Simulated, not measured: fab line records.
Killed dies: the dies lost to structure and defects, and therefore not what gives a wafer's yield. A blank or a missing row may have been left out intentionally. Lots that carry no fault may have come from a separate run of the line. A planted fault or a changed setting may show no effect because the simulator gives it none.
Which of the tools did it? || flow n5-finfet || 7 lots with 18 wafers sampled at 2 steps, on a route of 1938 steps

WHAT THE GAUGES SHOWED, per wafer
N5_PASSIVATION_CD_MEAS_10 targets a cd of 3000 nm.
{"lot": "L889", "measured": "day 13 00:40", "on": "cd-sem-01", "cd-nm (nm)": "3004.5 3002.7 3000.2"}
{"lot": "L891", "measured": "day 13 04:56", "on": "cd-sem-01", "cd-nm (nm)": "3002.6 3000.1"}
{"lot": "L893", "measured": "day 13 22:21", "on": "cd-sem-01", "cd-nm (nm)": "3003.9 2997.7"}
{"lot": "L897", "measured": "day 15 10:22", "on": "cd-sem-03", "cd-nm (nm)": "2999.9 2997.9 2998.4"}
{"lot": "L899", "measured": "day 15 04:47", "on": "cd-sem-02", "cd-nm (nm)": "2998.2 2994.7"}
{"lot": "L901", "measured": "day 16 13:55", "on": "cd-sem-03", "cd-nm (nm)": "2999.2 2999.0 3001.9"}
{"lot": "L907", "measured": "day 18 14:01", "on": "cd-sem-01", "cd-nm (nm)": "3004.5 2997.9 3002.8"}

WHAT TOOL EACH LOT RAN ON (gives the tool, then ch and the chambers of the sampled wafers, and finally the start)
{"lot": "L889", "N5_GATE_CUT_VAPOR_ETCH_60": "rie-metal-02 ch 0,1, day 4 21:10"}
{"lot": "L891", "N5_GATE_CUT_VAPOR_ETCH_60": "rie-metal-01 ch 0, day 5 07:56"}
{"lot": "L893", "N5_GATE_CUT_VAPOR_ETCH_60": "rie-metal-02 ch 1, day 5 19:22"}
{"lot": "L897", "N5_GATE_CUT_VAPOR_ETCH_60": "rie-metal-02 ch 0,1, day 7 00:55"}
{"lot": "L899", "N5_GATE_CUT_VAPOR_ETCH_60": "rie-metal-02 ch 1, day 7 07:13"}
{"lot": "L901", "N5_GATE_CUT_VAPOR_ETCH_60": "rie-metal-02 ch 0,1, day 7 19:10"}
{"lot": "L907", "N5_GATE_CUT_VAPOR_ETCH_60": "rie-metal-02 ch 0,1, day 9 08:15"}
- N5_GATE_CUT_VAPOR_ETCH_60: etches HfO2 in BCl3/Cl2.

THE ANSWER, worked out from the rows above alone
Rule: the lots themselves supply what counts as usual. Put in order of their means at a reading, lots are off if they are a third of the lots or fewer, leave a main group of 4 or more, and stand apart from it by a gap of 3 or more times the standard deviation of the main group's means; of several such gaps the widest counts. A main group whose means are all the same, to the digits that the tables above print for the reading, isn't used. Also off: a lot with no number at a reading for which 4 or more lots have one. All remaining lots with rows at the step are treated as sound.
Nothing can be told from this: no lot is off at any reading shown.

WHAT HAD BEEN PUT IN BY THE SIMULATOR
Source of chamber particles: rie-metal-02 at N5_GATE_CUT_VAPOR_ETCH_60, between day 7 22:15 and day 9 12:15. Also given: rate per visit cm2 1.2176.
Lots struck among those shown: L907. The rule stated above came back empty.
